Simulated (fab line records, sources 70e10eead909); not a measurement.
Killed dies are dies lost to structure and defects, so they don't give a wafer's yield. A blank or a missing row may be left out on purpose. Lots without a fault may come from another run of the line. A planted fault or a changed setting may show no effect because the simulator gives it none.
A struck lot beside a sound one | flow nand_harc | 14 steps out of a route of 1159
Sound: wafers L553.1, L553.2, L553.4. Struck: wafers L552.1, L552.5, L552.6. The cause comes at the end.
At each step with rows: each side's tool, then ch and its chambers, then its first start. Under that, the readings that differ: sound wafers | struck wafers | difference of the means | sigmas: that difference in standard deviations of wafers without a fault.
alike: readings whose means differ by less than 2 such deviations, and words and numbers that are the same on both sides. not compared: withheld readings, readings that some wafer has no value for, bounds like >300 that may hide the same value, and numbers for which the record gives no deviation and whose values overlap.
The two part at a step that has a row with sigmas, a row that says differs or no value, or rows on one side only. Numbers that don't overlap but have no deviation are shown without sigmas and don't part them. A reading that every wafer of one side lacks parts them only if that side has two wafers or more.

NHARC_A_CONTACT_OVL_MEAS_43:
  sound on overlay-02, day 16 18:56; struck on overlay-01, day 17 06:43
  alike: overlay_x_nm, overlay_y_nm
NHARC_A_CONTACT_INSPECT_44:
  sound on defect_inspect-02, day 16 18:59; struck on defect_inspect-02, day 17 06:46
  alike: raw_defect_count
NHARC_A_CONTACT_DESCUM_47: chemistry O2, time 3 s.
  sound on rie_diel-05 ch 1,2,3, day 16 19:08; struck on rie_diel-05 ch 1,2, day 17 06:52
  alike: drypump_motor_current_A, oes_product_au, rf_vpp_V, showerhead_plenum_p_Torr, throttle_valve_pct
  not compared: rf_hours_counter_h
then, 1 step without rows for these wafers: NHARC_A_CONTACT_ETCH_48 (etches the open film in CF4, target depth 39 nm, time 65 s).
NHARC_A_CONTACT_ETCH_49: etches the open film in N2/H2, target depth 260 nm, time 475.3 s.
  sound on rie_diel-05 ch 0,2,3; struck on rie_diel-05 ch 0,3
  alike: bias_w, chamber_pressure_mTorr, drypump_motor_current_A, h2_flow_sccm, oes_product_au, rf_vpp_V, showerhead_plenum_p_Torr, throttle_valve_pct
  not compared: rf_hours_counter_h
then, 1 step without rows for these wafers: NHARC_A_CONTACT_ETCH_50 (etches the open film in CF4/CHF3, target depth 84.7 nm, time 42.4 s).
NHARC_A_CONTACT_ETCH_51: etches the open film in O2/COS, target depth 3600 nm, time 936 s.
  sound on rie_diel-05 ch 0,1,3; struck on rie_diel-05 ch 2,3
  alike: bias_w, chamber_pressure_mTorr, drypump_motor_current_A, oes_product_au, rf_vpp_V, showerhead_plenum_p_Torr, throttle_valve_pct
  not compared: rf_hours_counter_h
NHARC_A_CONTACT_ETCH_111: etches the open film in C4F8/O2/Ar, time 140 s, target depth 700 nm.
  sound on har_cap_etch-01 ch 0,1, day 16 20:35; struck on har_cap_etch-02 ch 0,1, day 17 08:17
  alike: chamber_pressure_mTorr, oes_air_line_au
  not compared: rf_hours_counter_h
then, 1 step without rows for these wafers: NHARC_A_CONTACT_ETCH_112 (etches the open film in C4F8/O2/Ar, time 94 s, target depth 922 nm).
NHARC_A_CONTACT_ETCH_113: etches the open film in C4F8/O2/Ar, time 94 s, target depth 922 nm.
  sound on har_cap_etch-01 ch 0,1, day 16 20:53; struck on har_cap_etch-02 ch 0,1, day 17 08:34
  alike: chamber_pressure_mTorr, oes_air_line_au
  not compared: rf_hours_counter_h
then, 2 steps without rows for these wafers: NHARC_A_CONTACT_ETCH_114 (etches the open film in C4F8/O2/Ar, time 94 s, target depth 922 nm); NHARC_A_CONTACT_ETCH_115 (etches the open film in C4F8/O2/Ar, time 94 s, target depth 922 nm).
NHARC_A_CONTACT_ETCH_116: etches the open film in C4F8/O2/Ar, time 94 s, target depth 922 nm.
  sound on har_cap_etch-01 ch 0,1, day 16 21:09; struck on har_cap_etch-02 ch 0,1, day 17 08:51
  no value came back on the struck wafers for chamber_pressure_mTorr (mTorr), oes_air_line_au (a.u.); on the sound wafers chamber_pressure_mTorr (mTorr) reads 19.988 20.007 20.008
  not compared: rf_hours_counter_h
then, 1 step without rows for these wafers: NHARC_A_CONTACT_ETCH_117 (etches the open film in C4F8/O2/Ar, time 94 s, target depth 922 nm).

WHERE THEY PART
Only at NHARC_A_CONTACT_ETCH_116, within this record.

WHY: what the simulator had put in
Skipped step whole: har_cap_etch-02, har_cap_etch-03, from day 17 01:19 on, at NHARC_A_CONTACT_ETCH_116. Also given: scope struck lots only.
